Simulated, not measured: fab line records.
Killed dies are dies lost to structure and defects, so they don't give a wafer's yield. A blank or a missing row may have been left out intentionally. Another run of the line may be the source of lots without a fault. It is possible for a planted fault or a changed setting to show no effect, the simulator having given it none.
Problem report in the 8D (eight disciplines) form, filled by code	flow n5Finfet	the parts of the form that need people (team, actions taken, sign-off) are left out

## 1. WHAT WENT WRONG
VD_OVL at N5_MOL_CONTACT_COAG_OVL_MEAS_41 reads a mean of 10.3 nm on 6 wafers of 2 lots; wafers without a fault read -0.3 nm with a standard deviation of 0.72. Relative to the usual mean, that is a shift of +15 standard deviations.
The first sign was on wafer L229.1 at day 7 23:23, on overlay-01. The record holds 27 wafers of 9 lots with a number at this step. The rule behind "out" and "out of limits": a value lying over 4 standard deviations away from the usual mean. The rest of the wafers with a number are treated as sound.

## 2. WHAT THIS IS AND IS NOT
question	is	is not
which readings at this step	VD_OVL	-
which lots	L229, L233	L220, L223, L226, L227, L237, L238, L241
which wafers of those lots	all that have a number	-
read on which gauges	overlay-01, overlay-02	-
when	from day 7 23:23	up to then (12 sound wafers); but 9 sound wafers of L237, L238, L241 came after

## 3. SUSPECTS, AND WHAT RULES EACH OUT
Counting: a tool at any process step up to the reading remains a suspect when it ran all the lots that are out and ran no sound lot after the first of those.
- ruled out: the gauge at N5_MOL_CONTACT_COAG_OVL_MEAS_41. The wafers that are out were read on 2 gauges (overlay-01, overlay-02).
- aldSin-01 at N5_MOL_CONTACT_COAG_ALD_131 (deposits SiO2, target thk 5 nm, pulse time 1 s, co reactant pulse time 1 s): kept. Every lot that is out went through it, starting with L229 (day 7 22:22), and after that it ran no sound lot; the last sound lot it ran before then is L227 (day 7 08:56).
- euvScanner-02 at N5_MOL_CONTACT_COAG_EXPOSE_37 (exposes mask VD, defocus 0 nm): kept. Every lot that is out went through it, starting with L229 (day 7 23:13), and after that it ran no sound lot; the last sound lot it ran before then is L226 (day 7 05:08).
Left after counting: aldSin-01 at N5_MOL_CONTACT_COAG_ALD_131, euvScanner-02 at N5_MOL_CONTACT_COAG_EXPOSE_37.

## 4. THE CAUSE (what the simulator had put in)
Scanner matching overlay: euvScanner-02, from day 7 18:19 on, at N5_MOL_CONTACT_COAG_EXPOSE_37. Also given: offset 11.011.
This tool is one of the 2 suspects left after counting.

## 5. SEQUENCE OF EFFECTS, ordered by route
Rows list readings where the struck wafers' mean (over those with a number) sits beyond 3 standard deviations from the usual. Only readings whose record carries a usual standard deviation are examined. hours: median over the lots of the time between each lot's start at the first step of this table that gives one and its start at this step. sigmas: the change, counted in usual standard deviations.
hours	step	reading	usual	on struck wafers	change	sigmas
0	N5_MOL_CONTACT_COAG_OVL_MEAS_41	VD_OVL	-0.3 nm	10.3	+10.6	+15
175	N5_PASSIVATION_PROBE_49	defectLimitedYield	91.4 %	0.0	-91.4	-57
175	N5_PASSIVATION_PROBE_49	killedAtContacts	11	1090	+1079	+99 or more
175	N5_PASSIVATION_PROBE_49	killedDies	101	1180	+1079	+57
175	N5_PASSIVATION_PROBE_49	killedOnRim	13	152	+139	+34
175	N5_PASSIVATION_PROBE_49	sort_bin_5_function	5.0 %	50.4	+45.4	+45
175	N5_PASSIVATION_PROBE_49	sortNPass	1079	0	-1079	-57
It contains these process steps:
- N5_PASSIVATION_PROBE_49
Later measuring or inspecting steps at which every struck wafer that the step has a row for has a number for every such reading, and none has moved that far: N5_BEOL_M4_RC_MEAS_101.

## 6. WHAT WOULD HAVE CAUGHT IT SOONER
The first out-of-limits reading at a measuring or inspecting step in this record came at day 7 23:23, 5 hours after the fault's start at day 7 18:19.
Lots out: 2; of these, L233 started N5_MOL_CONTACT_COAG_EXPOSE_37 on euvScanner-02 after day 7 23:23. Had the tool been put on hold then, it would have been spared.
